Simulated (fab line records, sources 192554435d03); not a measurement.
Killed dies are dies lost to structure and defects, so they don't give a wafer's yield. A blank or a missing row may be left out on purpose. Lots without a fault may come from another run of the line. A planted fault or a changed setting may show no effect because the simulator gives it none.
A struck lot beside a sound one | flow n5_finfet | 37 steps out of a route of 1938
Sound: wafers L724.3, L724.4, L724.6. Struck: wafer L717.3. (L717.2, L717.5 of the same lot were not struck and are left out.) The cause comes at the end.
At each step with rows: each side's tool, then ch and its chambers, then its first start. Under that, the readings that differ: sound wafers | struck wafers | difference of the means | sigmas: that difference in standard deviations of wafers without a fault.
alike: readings whose means differ by less than 2 such deviations, and words and numbers that are the same on both sides. not compared: withheld readings, readings that some wafer has no value for, bounds like >300 that may hide the same value, and numbers for which the record gives no deviation and whose values overlap.
The two part at a step that has a row with sigmas, a row that says differs or no value, or rows on one side only. Numbers that don't overlap but have no deviation are shown without sigmas and don't part them. A reading that every wafer of one side lacks parts them only if that side has two wafers or more.

first, 9 steps without rows for these wafers: N5_SDB_CMP_30 (polishes, stops on poly-Si, t overpolish 1.54 s, target thk 30 nm); N5_DUMMY_REMOVAL_HM_STRIP_01 (strips SiNx in CH3F/O2, stops on poly-Si, target depth 4 nm, time 6.8 s); N5_DUMMY_REMOVAL_STRIP_10 (strips in N2/H2, time 40 s); N5_DUMMY_REMOVAL_PRECLEAN_07 (cleans in dHF, time 30 s); N5_DUMMY_REMOVAL_DUMMY_REMOVE_02 (chemistry TMAH, target poly-Si, stops on SiO2, target depth 142 nm, time 57 s, rinse time 30 s); N5_DUMMY_REMOVAL_PRECLEAN_08 (cleans in NF3:NH3, afs cycles 2, time 20 s, sublimation time 60 s); N5_DUMMY_REMOVAL_PRECLEAN_04 (cleans in DHF, time 37 s); N5_DUMMY_REMOVAL_SRD_05 (time 30 s); N5_HKMG_FIN_IL_REGROW_00 (material SiO2, chemistry O3, target thk 0.75 nm, time 30 s).
N5_HKMG_FIN_HK_ALD_01: deposits HfO2, target thk 1.6 nm, pulse time 3 s, purge time 3 s.
  sound on ald_hk-02 ch 1,2,3, day 9 11:46; struck on ald_hk-01 ch 1, day 7 21:14
  reading                                      | sound       | struck | difference | sigmas
  ald_cycles                                   | 30 30 30    | 55     | +25        |
  model.HfO2_of_HKMG_FIN_HK_ALD_01.thk_nm (nm) | 1.6 1.6 1.6 | 3      | +1         |
  alike: precursor_pulse_height_rel
then, 26 steps without rows for these wafers: N5_HKMG_FIN_HK_ANNEAL_02 (time 30 s); N5_HKMG_FIN_ALD_74 (deposits La2O3, target thk 0.5 nm, pulse time 6 s, co reactant pulse time 1 s); N5_HKMG_FIN_ALD_75 (deposits Al2O3, target thk 1 nm, co reactant pulse time 1 s); N5_HKMG_FIN_COAT_41 (time 60 s, resist thk 300 nm); N5_HKMG_FIN_COAT_42 (time 60 s, resist thk 35 nm); N5_HKMG_FIN_COAT_43 (resist thk 90 nm); N5_HKMG_FIN_EBR_45; N5_HKMG_FIN_SOFTBAKE_44 (time 60 s); N5_HKMG_FIN_EXPOSE_46 (exposes mask NDIPOLE); N5_HKMG_FIN_PEB_47 (peb time 60 s); N5_HKMG_FIN_DEVELOP_48 (develop time 30 s); N5_HKMG_FIN_DESCUM_53 (chemistry O2, time 7.9 s); N5_HKMG_FIN_ETCH_54 (etches SiARC in CF4, target depth 45.5 nm, time 75.8 s); N5_HKMG_FIN_ETCH_55 (etches SOC in N2/H2, target depth 240 nm, time 300 s); N5_HKMG_FIN_STRIP_56 (strips in N2/H2); N5_HKMG_FIN_STRIP_57 (strips in CF4); N5_HKMG_FIN_ETCH_58 (etches SOC in N2/H2, target depth 215.8 nm, time 741 s); N5_HKMG_FIN_STRIP_93 (strips SOC in N2/H2, time 20 s); N5_HKMG_FIN_WET_ETCH_76 (etches Al2O3 in dNH4OH, stops on La2O3, target depth 2.25 nm, rinse time 30 s); N5_HKMG_FIN_STRIP_60 (strips in N2/H2, time 360 s); N5_HKMG_FIN_WET_ETCH_77 (etches La2O3 in dHCl, stops on HfO2, target depth 2 nm); N5_HKMG_FIN_WET_ETCH_78 (etches Al2O3 in dNH4OH, stops on La2O3, target depth 4.5 nm, rinse time 30 s); N5_HKMG_FIN_ALD_79 (deposits TiN, target thk 1.5 nm, pulse time 1 s, purge time 3 s); N5_HKMG_FIN_CVD_62 (deposits a-Si from Si2H6, target thk 3 nm, time 20.8 s); N5_HKMG_FIN_RTA_80 (time 2 s); N5_HKMG_FIN_PRECLEAN_64 (cleans in dHF, time 30 s).
N5_HKMG_FIN_THK_MEAS_70: measures by xrf.
  sound on film_metro-02, day 9 15:14; struck on film_metro-01, day 8 00:48
  reading     | sound             | struck | difference | sigmas
  HK_THK (nm) | 1.579 1.610 1.597 | 2.965  | +1.370     | +72

WHERE THEY PART
Only at N5_HKMG_FIN_THK_MEAS_70, within this record.

WHY: what the simulator had put in
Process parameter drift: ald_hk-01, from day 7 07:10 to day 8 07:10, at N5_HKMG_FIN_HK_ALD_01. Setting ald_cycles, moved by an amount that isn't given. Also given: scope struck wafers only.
